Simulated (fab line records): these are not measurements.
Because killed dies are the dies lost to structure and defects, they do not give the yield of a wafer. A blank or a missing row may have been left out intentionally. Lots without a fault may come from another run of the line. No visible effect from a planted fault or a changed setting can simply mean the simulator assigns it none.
Tool commonality check	flow n5Finfet	Lots sampled 6, wafers sampled 18

## THE REASON FOR OPENING IT
Flagged at N5_BEOL_M8_OCD_MEAS_38: reading trenchDepthNm, on 2 of 6 lots. Fault-free wafers read 92.9 nm, with a standard deviation of 1.6.
Rule: a lot is flagged in two cases, either no wafer of it has a number, or all its wafers with numbers fall more than 4 standard deviations from that mean. All remaining lots are regarded as sound.

lot	measured	on	trenchDepthNm (nm), wafer by wafer	flag
L994	day 9 19:28	ocd-01	92.7 91.8 93.6	
L999	day 10 23:58	ocd-01	93.0 92.6 92.3	
L105	day 12 14:11	ocd-01	72.6 70.3 72.7	FLAGGED
L108	day 13 03:41	ocd-02	72.0 69.8 74.1	FLAGGED
L114	day 14 21:16	ocd-01	95.8 95.9 93.3	
L115	day 14 23:19	ocd-02	90.8 92.1 89.8	
On average the flagged lots' numbers are 71.9 nm, which is -21.0 nm against the usual, or -13 standard deviations.

## WHICH TOOL RAN EACH LOT
4 process steps preceding the reading are held in the record, out of 1938 steps in the route. Cell contents, in order: the tool; ch with the chambers the sampled wafers went through; the start.
lot	flag	N5_BEOL_M8_DESCUM_33	N5_BEOL_M8_ETCH_65	N5_BEOL_M8_ETCH_66	N5_BEOL_M8_TRENCH_ETCH_37
L994		rieDiel-02 ch 0,1,3, day 9 19:02	rieDiel-02 ch 0,1,3, day 9 19:05	rieDiel-02 ch 0,1,3, day 9 19:07	rieDiel-02 ch 0,1,3, day 9 19:19
L999		rieDiel-02 ch 0,1,3, day 10 23:32	rieDiel-02 ch 0,1,3, day 10 23:35	rieDiel-02 ch 0,1,3, day 10 23:37	rieDiel-02 ch 0,1,3, day 10 23:48
L105	FLAGGED	rieDiel-02 ch 0,2, day 12 13:45	rieDiel-02 ch 0,2, day 12 13:48	rieDiel-02 ch 0,2, day 12 13:50	rieDiel-02 ch 0,2, day 12 14:01
L108	FLAGGED	rieDiel-02 ch 0,1,2, day 13 03:15	rieDiel-02 ch 0,1,2, day 13 03:18	rieDiel-02 ch 0,1,2, day 13 03:19	rieDiel-02 ch 0,1,2, day 13 03:31
L114		rieDiel-06 ch 1,3, day 14 20:50	rieDiel-06 ch 1,3, day 14 20:53	rieDiel-06 ch 1,3, day 14 20:55	rieDiel-06 ch 1,3, day 14 21:07
L115		rieDiel-06 ch 2,3, day 14 22:52	rieDiel-06 ch 2,3, day 14 22:56	rieDiel-06 ch 2,3, day 14 22:57	rieDiel-06 ch 2,3, day 14 23:09
What is done by these steps:
- N5_BEOL_M8_DESCUM_33: chemistry O2, time 7 s.
- N5_BEOL_M8_ETCH_65: etches SiARC in CF4, target depth 15.6 nm, time 26 s.
- N5_BEOL_M8_ETCH_66: etches SOC in N2/H2, target depth 80 nm, overetch 16 nm, time 120 s.
- N5_BEOL_M8_TRENCH_ETCH_37: etches SiCOH lowk in C4F6/O2, target depth 93.478 nm, time 31.2 s.
- N5_BEOL_M8_OCD_MEAS_38

## FLAGGED OVER TOTAL, TOOL BY TOOL (the gauges that took the reading come last)
step	tool	lots run	flagged	share of the flagged lots	sound lots run after its first flagged lot
N5_BEOL_M8_DESCUM_33	rieDiel-02	4	2	all	0
N5_BEOL_M8_DESCUM_33	rieDiel-06	2	0	none	-
N5_BEOL_M8_ETCH_65	rieDiel-02	4	2	all	0
N5_BEOL_M8_ETCH_65	rieDiel-06	2	0	none	-
N5_BEOL_M8_ETCH_66	rieDiel-02	4	2	all	0
N5_BEOL_M8_ETCH_66	rieDiel-06	2	0	none	-
N5_BEOL_M8_TRENCH_ETCH_37	rieDiel-02	4	2	all	0
N5_BEOL_M8_TRENCH_ETCH_37	rieDiel-06	2	0	none	-
N5_BEOL_M8_OCD_MEAS_38	ocd-01	4	1	some	1 (L114)
N5_BEOL_M8_OCD_MEAS_38	ocd-02	2	1	some	1 (L115)

## WHAT IS ALLOWED BY THE TABLE
4 rows of the table ran every flagged lot: rieDiel-02 at N5_BEOL_M8_DESCUM_33, rieDiel-02 at N5_BEOL_M8_ETCH_65, rieDiel-02 at N5_BEOL_M8_ETCH_66, rieDiel-02 at N5_BEOL_M8_TRENCH_ETCH_37.
- rieDiel-02 at N5_BEOL_M8_DESCUM_33 ran 4 lots, 2 of them flagged. Last sound lot L999 at day 10 23:32, first flagged lot L105 at day 12 13:45; a fault beginning in between fits.
- rieDiel-02 at N5_BEOL_M8_ETCH_65 ran 4 lots, 2 of them flagged. Last sound lot L999 at day 10 23:35, first flagged lot L105 at day 12 13:48; a fault beginning in between fits.
- rieDiel-02 at N5_BEOL_M8_ETCH_66 ran 4 lots, 2 of them flagged. Last sound lot L999 at day 10 23:37, first flagged lot L105 at day 12 13:50; a fault beginning in between fits.
- rieDiel-02 at N5_BEOL_M8_TRENCH_ETCH_37 ran 4 lots, 2 of them flagged. Last sound lot L999 at day 10 23:48, first flagged lot L105 at day 12 14:01; a fault beginning in between fits. Its own readings lie more than 4 standard deviations out on every wafer of the flagged lots: runLengthS.
Left over: one tool, rieDiel-02 at N5_BEOL_M8_DESCUM_33 and N5_BEOL_M8_ETCH_65 and N5_BEOL_M8_ETCH_66 and N5_BEOL_M8_TRENCH_ETCH_37.

## WHAT THE SIMULATOR PUT IN
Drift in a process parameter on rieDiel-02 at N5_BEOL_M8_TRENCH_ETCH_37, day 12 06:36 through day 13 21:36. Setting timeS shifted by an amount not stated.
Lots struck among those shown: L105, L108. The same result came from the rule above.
